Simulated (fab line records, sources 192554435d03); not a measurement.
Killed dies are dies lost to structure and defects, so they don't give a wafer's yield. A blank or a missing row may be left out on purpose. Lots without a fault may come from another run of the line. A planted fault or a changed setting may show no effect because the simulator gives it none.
A struck lot beside a sound one | flow n5_finfet | 38 steps out of a route of 1938
Sound: wafers L352.5, L352.6. Struck: wafers L343.3, L343.5. The cause comes at the end.
At each step with rows: each side's tool, then ch and its chambers, then its first start. Under that, the readings that differ: sound wafers | struck wafers | difference of the means | sigmas: that difference in standard deviations of wafers without a fault.
alike: readings whose means differ by less than 2 such deviations, and words and numbers that are the same on both sides. not compared: withheld readings, readings that some wafer has no value for, bounds like >300 that may hide the same value, and numbers for which the record gives no deviation and whose values overlap.
The two part at a step that has a row with sigmas, a row that says differs or no value, or rows on one side only. Numbers that don't overlap but have no deviation are shown without sigmas and don't part them. A reading that every wafer of one side lacks parts them only if that side has two wafers or more.

first, 9 steps without rows for these wafers: N5_BEOL_M6_DESCUM_33 (chemistry O2, time 7 s); N5_BEOL_M6_ETCH_72 (etches underlayer in N2/H2, target depth 6.5 nm, time 5.2 s); N5_BEOL_M6_ETCH_65 (etches SiARC in CF4, target depth 15.6 nm, time 26 s); N5_BEOL_M6_ETCH_66 (etches SOC in N2/H2, target depth 80 nm, overetch 16 nm, time 120 s); N5_BEOL_M6_STRIP_69 (strips in N2/H2); N5_BEOL_M6_STRIP_73 (strips in N2/H2); N5_BEOL_M6_VIA_ETCH_34 (etches SiCOH lowk in C4F6/O2, target depth 126.3 nm, time 50.9 s); N5_BEOL_M6_STRIP_76 (strips in C4F6/O2); N5_BEOL_M6_STRIP_36 (strips in N2/H2).
N5_BEOL_M6_TRENCH_ETCH_37: etches SiCOH lowk in C4F6/O2, target depth 94.435 nm, time 31.5 s.
  sound on rie_diel-06 ch 0,1, day 15 17:35; struck on rie_diel-06 ch 1,3, day 13 03:40
  reading                                    | sound       | struck      | difference | sigmas
  oes_product_au (a.u.)                      | 0.71 0.83   | 0.96 0.93   | +0.18      | +2
  model.etch.depth_nm (nm)                   | 90.91 95.86 | 136.8 134.3 | +42.2      |
  model.BEOL_M6.feature_depth_nm (nm)        | 91 95.8     | 136.8 134.2 | +42.1      |
  model.TiN_of_BEOL_M6_HM_DEP_02.thk_nm (nm) | 18 17.4     | 16.4 16.2   | -1.4       |
  alike: C4F6_flow_sccm, drypump_motor_current_A, rf_vpp_V, showerhead_plenum_p_Torr, throttle_valve_pct
  not compared: rf_hours_counter_h
then, 2 steps without rows for these wafers: N5_BEOL_M6_ETCH_41 (etches SiCN in CH3F/O2, target depth 29.7 nm, time 52 s); N5_BEOL_M6_STRIP_80 (strips in N2/H2, time 10 s).
N5_BEOL_M6_OCD_MEAS_38:
  sound on ocd-01, day 15 17:44; struck on ocd-02, day 13 03:50
  reading              | sound     | struck      | difference | sigmas
  trench_depth_nm (nm) | 91.2 96.2 | 136.8 133.9 | +41.7      | +23
then, 13 steps without rows for these wafers: N5_BEOL_M6_HM_STRIP_39 (strips TiN in peroxide tin strip, target depth 25 nm, time 158 s); N5_BEOL_M6_SRD_40 (time 30 s); N5_BEOL_M6_PRECLEAN_42 (cleans in residue remover, time 60 s); N5_BEOL_M6_SRD_43 (time 30 s); N5_BEOL_M6_CURE_75 (cures SiCOH lowk, time 120 s); N5_BEOL_M6_DEGAS_44 (time 60 s); N5_BEOL_M6_PRE_CLEAN_45 (time 30 s); N5_BEOL_M6_ALD_77 (deposits TaN, target thk 2 nm, pulse time 2 s, purge time 3 s); N5_BEOL_M6_SURFACE_TREAT_79; N5_BEOL_M6_CVD_78 (deposits Co from CCTBA/H2, target thk 2 nm, time 142.3 s); N5_BEOL_M6_SPUTTER_48 (material Cu, target thk 10 nm, time 1.667 s); N5_BEOL_M6_ECD_50 (material Cu, target thk 300 nm); N5_BEOL_M6_ANNEAL_51 (time 90 s).
N5_BEOL_M6_CMP_52: polishes, stops on SiCOH lowk, t overpolish 6.9 s, target thk 80 nm.
  sound on cmp-01 ch 2,3, day 15 21:35; struck on cmp-01 ch 1,2, day 13 07:50
  reading                                | sound     | struck      | difference | sigmas
  model.Cu_of_BEOL_M6_ECD_50.thk_nm (nm) | 77.8 82.8 | 123.8 120.2 | +41.7      |
  alike: clearing_platen_down_force_psi, motor_current_A
  not compared: pad_life_wafers
N5_BEOL_M6_THK_MEAS_53: measures by xrf.
  sound on film_metro-01, day 15 21:44; struck on film_metro-01, day 13 08:01
  reading     | sound     | struck      | difference | sigmas
  M6_THK (nm) | 77.5 82.7 | 123.1 119.5 | +41.2      | +22
then, 2 steps without rows for these wafers: N5_BEOL_M6_PRE_CLEAN_55 (time 15 s); N5_BEOL_M6_DEP_56 (deposits SiCN from 3MS/NH3, target thk 10 nm, time 17.5 s).
N5_BEOL_M6_RS_MEAS_57: measures by four-point-probe.
  sound on film_metro-01, day 15 21:52; struck on film_metro-02, day 13 08:09
  reading        | sound       | struck      | difference | sigmas
  M6_RS (ohm/sq) | 0.296 0.275 | 0.173 0.179 | -0.109     | -13
then, 5 steps without rows for these wafers: N5_BEOL_M7_ILD_DEP_00 (deposits SiCOH lowk from DEMS/porogen, target thk 179.75 nm, time 33.4 s); N5_BEOL_M7_CURE_74 (cures SiCOH lowk, time 240 s); N5_BEOL_M7_PECVD_70 (deposits SiO2 from TEOS/O2, target thk 20 nm, time 22.7 s); N5_BEOL_M7_HM_DEP_02 (deposits TiN, target thk 20 nm); N5_BEOL_M7_COAT_59 (time 60 s, resist thk 100 nm).
-- the record jumps here: 3 days lie between the struck wafers' starts before and after (it left off in module BEOL_M7 and takes up again in module BEOL_M15, whose first step shown is number 1830 of the route) --
N5_BEOL_M15_RC_MEAS_101:
  sound on prober-02 ch 0, day 19 01:40; struck on prober-01 ch 0, day 15 21:44
  reading                   | sound     | struck  | difference | sigmas
  SERP_M6 (ohm/um)          | 14.4 13.7 | 8.7 8.8 | -5.3       | -10
  SERP_M6_max_site (ohm/um) | 14.8 14.3 | 8.8 9.0 | -5.7       | -10
  alike: COMB_M10, COMB_M10_max_site, COMB_M11, COMB_M12, COMB_M13, COMB_M14, COMB_M15, COMB_M5, COMB_M7, COMB_M8, COMB_M9, SERP_M10, SERP_M11, SERP_M12, SERP_M13, SERP_M13_max_site, SERP_M14, SERP_M5, SERP_M7, SERP_M7_max_site, SERP_M8, SERP_M9
N5_PASSIVATION_PROBE_49:
  the record has rows for the struck wafers here (prober-02, day 16 10:44) and none for the sound ones

WHERE THEY PART
First at N5_BEOL_M6_TRENCH_ETCH_37; last, within this record, at N5_PASSIVATION_PROBE_49.

WHY: what the simulator had put in
Process parameter drift: rie_diel-06, from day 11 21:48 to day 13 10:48, at N5_BEOL_M6_TRENCH_ETCH_37. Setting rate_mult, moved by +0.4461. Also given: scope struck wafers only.
